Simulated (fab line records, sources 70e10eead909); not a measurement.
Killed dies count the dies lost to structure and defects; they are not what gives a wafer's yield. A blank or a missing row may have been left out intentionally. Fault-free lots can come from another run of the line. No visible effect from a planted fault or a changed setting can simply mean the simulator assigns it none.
Chamber matching / flow nand harc / 3 sister chambers for NHARC_A_STAIRCASE_DEP_301 on pecvd-01
The step deposits SiON, target thk 30 nm. 3 wafers are shown with their chamber, then 9 later ones without.

== WAFERS, EACH WITH ITS CHAMBER ==
wafer=L082.2; chamber=1; heater power w (W)=704
wafer=L082.4; chamber=0; heater power w (W)=794
wafer=L082.6; chamber=2; heater power w (W)=639

== WAFERS WHOSE CHAMBER IS MISSING ==
wafer=L088.2; heater power w (W)=576
wafer=L088.4; heater power w (W)=662
wafer=L088.5; heater power w (W)=566
wafer=L092.1; heater power w (W)=725
wafer=L092.4; heater power w (W)=767
wafer=L092.6; heater power w (W)=836
wafer=L093.2; heater power w (W)=767
wafer=L093.3; heater power w (W)=807
wafer=L093.6; heater power w (W)=683

== WHICH CHAMBER EACH WENT THROUGH ==
wafer=L088.2; from the rows above=can't be placed: 2 or 1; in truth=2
wafer=L088.4; from the rows above=can't be placed: 2 or 1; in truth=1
wafer=L088.5; from the rows above=can't be placed: 2 or 1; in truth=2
wafer=L092.1; from the rows above=can't be placed: 1 or 0 or 2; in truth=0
wafer=L092.4; from the rows above=can't be placed: 0 or 1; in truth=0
wafer=L092.6; from the rows above=0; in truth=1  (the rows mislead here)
wafer=L093.2; from the rows above=can't be placed: 0 or 1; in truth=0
wafer=L093.3; from the rows above=0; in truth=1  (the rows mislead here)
wafer=L093.6; from the rows above=can't be placed: 1 or 2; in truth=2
Correctly placed: 0 of 9. Unplaceable from these rows: 7, with the true chamber sitting among the candidates in 7. 2 placed wrongly.
How it was worked out, from the rows above alone: a wafer's distance from a chamber is the root of the sum, over the readings, of the square of ((its reading less the chamber's mean) divided by the reading's scatter). The wafer belongs to the nearest chamber; if the next one is less than 2 further off, it can't be placed. Each chamber's mean is taken over the wafers shown for it. The scatter: root of mean squared gap, hidden wafer to nearest shown wafer, with one shown wafer a chamber.
